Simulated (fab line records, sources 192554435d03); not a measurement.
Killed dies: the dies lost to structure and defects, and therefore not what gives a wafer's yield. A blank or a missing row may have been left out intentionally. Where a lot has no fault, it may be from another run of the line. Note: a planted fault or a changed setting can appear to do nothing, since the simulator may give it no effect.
Matching of chambers | flow n5-finfet | N5_BEOL_M4_PRE_CLEAN_60 on cvd-co-01: 3 sister chambers
The step time 15 s. 36 wafers are shown with their chamber, then 12 later ones without.

WAFERS, EACH WITH ITS CHAMBER
wafer  | chamber | heater-power-w (W)
L075.2 | 0       | 86
L075.5 | 2       | 78
L075.6 | 0       | 89
L076.4 | 2       | 81
L076.5 | 1       | 59
L076.6 | 0       | 85
L079.1 | 1       | 61
L079.3 | 2       | 82
L079.4 | 1       | 60
L081.2 | 0       | 86
L081.3 | 1       | 61
L081.5 | 1       | 60
L083.3 | 2       | 83
L083.4 | 1       | 60
L083.5 | 2       | 80
L082.2 | 1       | 60
L082.3 | 0       | 91
L082.6 | 0       | 84
L084.1 | 2       | 81
L084.4 | 0       | 86
L084.6 | 1       | 60
L086.1 | 1       | 59
L086.2 | 2       | 81
L086.3 | 0       | 87
L085.1 | 2       | 83
L085.4 | 0       | 87
L085.6 | 1       | 62
L087.1 | 1       | 61
L087.2 | 2       | 81
L087.4 | 1       | 60
L090.1 | 1       | 59
L090.2 | 0       | 88
L090.6 | 2       | 83
L091.2 | 2       | 81
L091.3 | 1       | 60
L091.4 | 0       | 86

SIGNATURES (means of the wafers above)
reading        | chamber 0 | chamber 1 | chamber 2 | scatter within a chamber
heater-power-w | 86.82     | 60.14     | 81.27     | 1.45
Rule: a wafer lies at a distance from a chamber equal to the root of the sum of squares, over the readings, of (its reading less the chamber's mean, divided by the reading's scatter). The wafer belongs to the nearest chamber; if the next one is less than 2 further off, it can't be placed. The scatter: the root of (the sum of the squares of (reading less its chamber's mean) over the shown wafers, divided by (wafers less chambers)).

WAFERS MISSING THEIR CHAMBER
wafer  | heater-power-w (W)
L089.2 | 82
L089.3 | 61
L089.6 | 81
L096.1 | 81
L096.3 | 88
L096.5 | 83
L095.1 | 83
L095.2 | 87
L095.4 | 61
L097.1 | 83
L097.4 | 82
L097.5 | 87

THE CHAMBER EACH PASSED THROUGH
wafer  | from the rows above     | in truth
L089.2 | 2                       | 2
L089.3 | 1                       | 1
L089.6 | 2                       | 2
L096.1 | 2                       | 2
L096.3 | 0                       | 0
L096.5 | can't be placed: 2 or 0 | 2
L095.1 | can't be placed: 2 or 0 | 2
L095.2 | 0                       | 0
L095.4 | 1                       | 1
L097.1 | can't be placed: 2 or 0 | 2
L097.4 | 2                       | 2
L097.5 | 0                       | 0
Correctly placed: 9 of 12. Unplaceable from these rows: 3, with the true chamber sitting among the candidates in 3. Wrongly placed: 0.
